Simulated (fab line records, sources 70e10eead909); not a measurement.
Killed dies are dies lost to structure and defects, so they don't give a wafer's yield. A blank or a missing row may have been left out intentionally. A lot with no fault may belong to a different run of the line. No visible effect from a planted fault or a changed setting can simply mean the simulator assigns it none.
Matching of chambers | flow nand_harc | NHARC_P_GATE_DESCUM_93 on rie_diel-04 has 4 sister chambers
The step chemistry O2, time 3 s. 4 wafers are shown with their chamber, then 9 later ones without.

## WAFERS PAIRED WITH THEIR CHAMBERS
wafer  | chamber | drypump_motor_current_A (A)
L083.5 | 2       | 5.7
L090.5 | 0       | 5.5
L089.3 | 3       | 4.9
L089.6 | 1       | 5.9

## WAFERS MISSING THEIR CHAMBER
wafer  | drypump_motor_current_A (A)
L092.2 | 4.9
L092.5 | 5.6
L092.6 | 5.8
L095.1 | 5.6
L095.2 | 5.6
L095.6 | 5.6
L097.3 | 4.9
L097.4 | 5.9
L097.6 | 5.6

## EACH ONE'S CHAMBER
wafer  | from the rows above     | in truth
L092.2 | 3                       | 3
L092.5 | can't be placed: 0 or 2 | 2
L092.6 | can't be placed: 2 or 1 | 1
L095.1 | can't be placed: 0 or 2 | 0
L095.2 | can't be placed: 0 or 2 | 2
L095.6 | can't be placed: 0 or 2 | 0
L097.3 | 3                       | 3
L097.4 | 1                       | 1
L097.6 | can't be placed: 0 or 2 | 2
3 of 9 placed correctly. Unplaceable from these rows: 6, with the true chamber sitting among the candidates in 6. 0 placed wrongly.
How it was worked out, from the rows above alone: a wafer's distance from a chamber is the root of the sum, over the readings, of the square of ((its reading less the chamber's mean) divided by the reading's scatter). If the next closest chamber is less than 2 further off than the closest, the wafer can't be placed; otherwise it belongs to the closest. The mean given for a chamber averages the wafers shown for that chamber. The scatter: root of mean squared gap, hidden wafer to nearest shown wafer, with one shown wafer a chamber.
